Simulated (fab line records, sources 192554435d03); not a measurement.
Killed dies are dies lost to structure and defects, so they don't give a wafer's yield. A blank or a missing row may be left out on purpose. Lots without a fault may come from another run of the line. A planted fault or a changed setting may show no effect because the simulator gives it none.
Split-lot experiment | flow n5_finfet | 7 lots, 39 wafers read, on a route of 1938 steps

THE SPLIT
At N5_MOL_CONTACT_COAG_ETCH_47 (etches SiNx in CH3F/O2, stops on W, target depth 27 nm), the setting over_etch_frac was moved away from the recipe's 0.2 on 18 of the 39 wafers read, by -6.1% to +6.4%. The other wafers ran this setting at the recipe's value.

The reading is taken at the split's own step.

THE READING
etch.over_etch_s (the simulator's own value, which no gauge read), in s, at N5_MOL_CONTACT_COAG_ETCH_47 (etches SiNx in CH3F/O2, stops on W, target depth 27 nm). The file gives no usual value for it. The 21 wafers here that ran the recipe average 5.217 s, standard deviation 0.081 s.

wafer  | tool, chamber at the split | over_etch_frac as run | against the recipe | etch.over_etch_s, s | against lot-mates on the recipe
L075.1 | rie_diel-03, 3             | 0.2                   | recipe             | 5.216               | -
L075.2 | rie_diel-03, 0             | 0.2                   | recipe             | 5.261               | -
L075.3 | rie_diel-03, 1             | 0.2095                | +4.7%              | 5.475               | +0.245
L075.4 | rie_diel-03, 2             | 0.2095                | +4.7%              | 5.559               | +0.329
L075.5 | rie_diel-03, 1             | 0.2                   | recipe             | 5.213               | -
L075.6 | rie_diel-03, 0             | 0.2095                | +4.7%              | 5.552               | +0.322
L080.1 | rie_diel-04, 1             | 0.2                   | recipe             | 5.277               | -
L080.2 | rie_diel-04, 0             | 0.1918                | -4.1%              | 4.956               | -0.339
L080.3 | rie_diel-04, 2             | 0.2                   | recipe             | 5.372               | -
L080.4 | rie_diel-04, 3             | 0.1918                | -4.1%              | 5.088               | -0.207
L080.5 | rie_diel-04, 0             | 0.2                   | recipe             | 5.235               | -
L080.6 | rie_diel-04, 3             | 0.1918                | -4.1%              | 5.124               | -0.171
L083.1 | rie_diel-06, 2             | 0.1878                | -6.1%              | 4.857               | -0.275
L083.2 | rie_diel-06, 3             | 0.1878                | -6.1%              | 4.777               | -0.355
L083.3 | rie_diel-06, 0             | 0.2                   | recipe             | 5.216               | -
L083.4 | rie_diel-06, 1             | 0.2                   | recipe             | 5.134               | -
L083.5 | rie_diel-06, 2             | 0.1878                | -6.1%              | 4.868               | -0.264
L083.6 | rie_diel-06, 3             | 0.2                   | recipe             | 5.045               | -
L085.1 | rie_diel-03, 3             | 0.2                   | recipe             | 5.195               | -
L085.2 | rie_diel-03, 2             | 0.192                 | -4.0%              | 5.057               | -0.151
L085.3 | rie_diel-03, 1             | 0.2                   | recipe             | 5.151               | -
L085.4 | rie_diel-03, 0             | 0.2                   | recipe             | 5.279               | -
L085.5 | rie_diel-03, 2             | 0.192                 | -4.0%              | 5.072               | -0.136
L085.6 | rie_diel-03, 1             | 0.192                 | -4.0%              | 4.934               | -0.274
L086.1 | rie_diel-03, 1             | 0.2                   | recipe             | 5.12                | -
L086.2 | rie_diel-03, 2             | 0.2                   | recipe             | 5.198               | -
L086.3 | rie_diel-03, 0             | 0.2123                | +6.1%              | 5.556               | +0.386
L086.4 | rie_diel-03, 3             | 0.2123                | +6.1%              | 5.439               | +0.269
L086.5 | rie_diel-03, 0             | 0.2123                | +6.1%              | 5.542               | +0.372
L086.6 | rie_diel-03, 3             | 0.2                   | recipe             | 5.191               | -
L087.1 | rie_diel-04, 3             | 0.2                   | recipe             | 5.308               | -
L087.2 | rie_diel-04, 1             | 0.2                   | recipe             | 5.237               | -
L087.3 | rie_diel-04, 2             | 0.2                   | recipe             | 5.394               | -
L091.1 | rie_diel-03, 3             | 0.2                   | recipe             | 5.135               | -
L091.2 | rie_diel-03, 1             | 0.2                   | recipe             | 5.148               | -
L091.3 | rie_diel-03, 2             | 0.2128                | +6.4%              | 5.546               | +0.373
L091.4 | rie_diel-03, 0             | 0.2                   | recipe             | 5.236               | -
L091.5 | rie_diel-03, 3             | 0.2128                | +6.4%              | 5.433               | +0.260
L091.6 | rie_diel-03, 0             | 0.2128                | +6.4%              | 5.629               | +0.456

THE FIT
A straight line over all 39 wafers: etch.over_etch_s changes by +0.0532 s for each +1% of over_etch_frac; r = +0.93; the points scatter about the line by 0.08 s.
The same after taking each lot's own level away (the mean of its wafers on the recipe; 39 wafers): +0.0547 s for each +1%; r = +0.96; scatter 0.059 s.
On that fit, the largest move of over_etch_frac shifts the reading by 0.35 s.
The lots' own levels span 5.1317 to 5.3130 s, that is 2.2 times the standard deviation above.
So the lot-to-lot level changes the slope little: the two slopes agree.
Check: with one of the wafers moved furthest among these (+6.4%) left out of the fit, the line predicts +0.357 s for it against its lot-mates. It came out at +0.373 s against them.

THE FILE'S OWN FIT
etch.over_etch_s changes by +0.0548 s for each +1% of over_etch_frac, r = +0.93.
